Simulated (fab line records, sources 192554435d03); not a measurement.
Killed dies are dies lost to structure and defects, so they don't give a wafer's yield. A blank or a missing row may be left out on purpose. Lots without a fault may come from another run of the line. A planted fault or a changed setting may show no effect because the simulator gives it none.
Split-lot experiment | flow n5_finfet | 7 lots, 21 wafers read, on a route of 1938 steps

THE SPLIT
At N5_FIN_SAQP_PECVD_48 (deposits SiNx from SiH4/NH3/N2, target thk 25 nm, time 22.1 s), the setting time_s was moved away from the recipe's 22.1 s on 7 of the 21 wafers read, by -9.7% to +12.1%. The other wafers ran this setting at the recipe's value.

FROM THE SPLIT TO THE READING: what the file shows between them, 2 steps
- N5_FIN_SAQP_PECVD_06: deposits a-Si from SiH4/He, target thk 60 nm, time 48.1 s
- N5_FIN_SAQP_MANDREL1_REMOVE_56: chemistry HBr/Cl2/O2, target a-Si, stops on SiNx, bt time 10 s

THE READING
etch.depth_nm (the simulator's own value, which no gauge read), in nm, at N5_FIN_SAQP_ETCH_57 (etches SiNx in CH3F/O2, target depth 32.5 nm, time 46.4 s). The file gives no usual value for it. The 14 wafers here that ran the recipe average 24.95 nm, standard deviation 0.34 nm.

wafer  | tool, chamber at the split | time_s as run, s | against the recipe | etch.depth_nm, nm | against lot-mates on the recipe
L077.2 | pecvd-01, 2                | 22.1             | recipe             | 24.58             | -
L077.4 | pecvd-01, 0                | 21.18            | -4.2%              | 23.72             | -0.86
L077.5 | pecvd-01, 1                | 21.18            | -4.2%              | 23.98             | -0.60
L082.1 | pecvd-01, 0                | 22.1             | recipe             | 25.01             | -
L082.2 | pecvd-01, 1                | 24.77            | +12.1%             | 27.6              | +2.54
L082.4 | pecvd-01, 0                | 22.1             | recipe             | 25.11             | -
L083.2 | pecvd-02, 2                | 22.1             | recipe             | 25.11             | -
L083.4 | pecvd-02, 0                | 20.28            | -8.2%              | 22.94             | -2.17
L083.5 | pecvd-02, 2                | 20.28            | -8.2%              | 23.25             | -1.86
L086.1 | pecvd-04, 1                | 22.1             | recipe             | 24.51             | -
L086.3 | pecvd-04, 2                | 23.34            | +5.6%              | 25.85             | +0.85
L086.5 | pecvd-04, 2                | 22.1             | recipe             | 25.49             | -
L087.1 | pecvd-04, 0                | 22.1             | recipe             | 24.73             | -
L087.2 | pecvd-04, 1                | 22.1             | recipe             | 24.41             | -
L087.4 | pecvd-04, 1                | 19.96            | -9.7%              | 22.43             | -2.14
L090.2 | pecvd-01, 1                | 22.1             | recipe             | 24.79             | -
L090.3 | pecvd-01, 2                | 22.1             | recipe             | 25.48             | -
L090.5 | pecvd-01, 2                | 22.1             | recipe             | 25.12             | -
L092.1 | pecvd-02, 2                | 22.1             | recipe             | 24.71             | -
L092.2 | pecvd-02, 0                | 22.1             | recipe             | 24.83             | -
L092.4 | pecvd-02, 2                | 22.1             | recipe             | 25.37             | -

THE FIT
A straight line over all 21 wafers: etch.depth_nm changes by +0.227 nm for each +1% of time_s; r = +0.96; the points scatter about the line by 0.32 nm.
The same after taking each lot's own level away (the mean of its wafers on the recipe; 21 wafers): +0.215 nm for each +1%; r = +0.97; scatter 0.27 nm.
On that fit, the largest move of time_s shifts the reading by 2.6 nm.
The lots' own levels span 24.570 to 25.130 nm, that is 1.7 times the standard deviation above.
So the lot-to-lot level changes the slope little: the two slopes agree.
Check: with one of the wafers moved furthest among these (+12.1%) left out of the fit, the line predicts +2.59 nm for it against its lot-mates. It came out at +2.54 nm against them.

OTHER SPLITS ON THESE WAFERS
These wafers also went through other splits before the reading. Each is held against what the fit with the lots' levels taken away leaves over:
other split on the same wafers          | wafers away from the commonest value | r with etch.depth_nm (lot level and that fit taken away)
N5_ZERO_LAYER_EXPOSE_08 dose_mj         | 6                                    | +0.31
N5_ZERO_LAYER_DEVELOP_10 develop_time_s | 9                                    | -0.34
N5_FIN_SAQP_HM_DEP_03 time_s            | 5                                    | +0.32

THE WHOLE CHAIN: every reading that the file lists as answering this split, in the file's order
step                 | what it does                                                  | reading                                                                           | change (the file's fit)               | r (the file's)
N5_FIN_SAQP_PECVD_48 | deposits SiNx from SiH4/NH3/N2, target thk 25 nm, time 22.1 s | SiNx_of_FIN_SAQP_PECVD_48.thk_nm (the simulator's own value, which no gauge read) | +0.212 nm for each +1% of the setting | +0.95
N5_FIN_SAQP_ETCH_57  | etches SiNx in CH3F/O2, target depth 32.5 nm, time 46.4 s     | etch_rf_on_time_s                                                                 | withheld for each +1% of the setting  | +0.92
N5_FIN_SAQP_ETCH_57  | etches SiNx in CH3F/O2, target depth 32.5 nm, time 46.4 s     | etch.depth_nm (the simulator's own value, which no gauge read)                    | +0.213 nm for each +1% of the setting | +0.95

THE FILE'S OWN FIT
etch.depth_nm changes by +0.213 nm for each +1% of time_s, r = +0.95.
